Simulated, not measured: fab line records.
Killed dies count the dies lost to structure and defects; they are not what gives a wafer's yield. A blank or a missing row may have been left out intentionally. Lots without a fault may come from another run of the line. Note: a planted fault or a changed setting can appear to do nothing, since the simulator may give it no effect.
Split-lot study + flow n5_finfet + 21 wafers read across 7 lots, on a route 1938 steps long

== THE SPLIT ITSELF ==
At N5_BEOL_M12_PEB_08 (peb time 90 s), the setting peb_time_s was moved away from the recipe's 90 s on 5 of the 21 wafers read, by +5.6% to +16.3%. This setting was run at the recipe's value on the other wafers.

== FROM THE SPLIT TO THE READING: what the file shows between them, 2 steps ==
- N5_BEOL_M12_DEVELOP_09: develop time 45 s
- N5_BEOL_M12_HARDBAKE_14: time 120 s

== THE READING ==
Shown in nm: cd_nm at N5_BEOL_M12_CD_MEAS_10, with target cd 140 nm. Typical for fault-free wafers on this fab line: 140.1 nm, with standard deviation 1.4 nm.

| wafer  | tool, chamber at the split | peb_time_s as run, s | against the recipe | cd_nm, nm | against lot-mates on the recipe |
|--------|----------------------------|----------------------|--------------------|-----------|---------------------------------|
| L074.3 | litho_track-04, 0          | 90                   | recipe             | 139.9     | -                               |
| L074.5 | litho_track-04, 0          | 90                   | recipe             | 140.7     | -                               |
| L074.6 | litho_track-04, 0          | 90                   | recipe             | 139.8     | -                               |
| L076.1 | litho_track-04, 0          | 90                   | recipe             | 140.2     | -                               |
| L076.4 | litho_track-04, 0          | 90                   | recipe             | 140.7     | -                               |
| L076.6 | litho_track-04, 0          | 95.08                | +5.6%              | 142.3     | +1.9                            |
| L079.1 | litho_track-04, 0          | 90                   | recipe             | 140.3     | -                               |
| L079.2 | litho_track-04, 0          | 90                   | recipe             | 141.2     | -                               |
| L079.6 | litho_track-04, 0          | 90                   | recipe             | 139.7     | -                               |
| L082.4 | litho_track-03, 0          | 104.7                | +16.3%             | 142.8     | +7.1                            |
| L082.5 | litho_track-03, 0          | 90                   | recipe             | 135.7     | -                               |
| L082.6 | litho_track-03, 0          | 104.7                | +16.3%             | 142.9     | +7.2                            |
| L085.4 | litho_track-04, 0          | 90                   | recipe             | 140.3     | -                               |
| L085.5 | litho_track-04, 0          | 90                   | recipe             | 140.2     | -                               |
| L085.6 | litho_track-04, 0          | 90                   | recipe             | 138.8     | -                               |
| L087.1 | litho_track-04, 0          | 90                   | recipe             | 140.5     | -                               |
| L087.2 | litho_track-04, 0          | 90                   | recipe             | 140.6     | -                               |
| L087.4 | litho_track-04, 0          | 90                   | recipe             | 139.0     | -                               |
| L090.2 | litho_track-04, 0          | 95.55                | +6.2%              | 143.7     | +0.5                            |
| L090.5 | litho_track-04, 0          | 90                   | recipe             | 143.2     | -                               |
| L090.6 | litho_track-04, 0          | 95.55                | +6.2%              | 143.3     | +0.1                            |

FIT RESULTS
A straight line over all 21 wafers: cd_nm changes by +0.214 nm for each +1% of peb_time_s; r = +0.59; the points scatter about the line by 1.5 nm.
The same after taking each lot's own level away (the mean of its wafers on the recipe; 21 wafers): +0.399 nm for each +1%; r = +0.92; scatter 0.88 nm.
The reading moves by 6.5 nm for the largest change in peb_time_s, on that fit.
The span of the lots' own levels, 135.70 to 143.20 nm, comes to 5.4 times the standard deviation stated above.
So the lot-to-lot level blurs the effect unless lot-mates are compared.
Check: with one of the wafers moved furthest among these (+16.3%) left out of the fit, the line predicts +5.81 nm for it against its lot-mates. Against them it came out at +7.1 nm.

== OTHER SPLITS APPLIED TO THESE WAFERS ==
Other splits were also applied to these wafers ahead of the reading. Each is held against what the fit with the lots' levels taken away leaves over:
| other split on the same wafers     | wafers away from the commonest value | r with cd_nm (lot level and that fit taken away) |
|------------------------------------|--------------------------------------|--------------------------------------------------|
| N5_BEOL_M10_PEB_26 peb_time_s      | 5                                    | -0.06                                            |
| N5_BEOL_M11_HM_DEP_02 target_thk_a | 6                                    | +0.12                                            |
| N5_BEOL_M12_ILD_DEP_00 time_s      | 6                                    | -0.07                                            |

== THE FILE'S OWN FIT ==
cd_nm changes by +0.382 nm for each +1% of peb_time_s, r = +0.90.
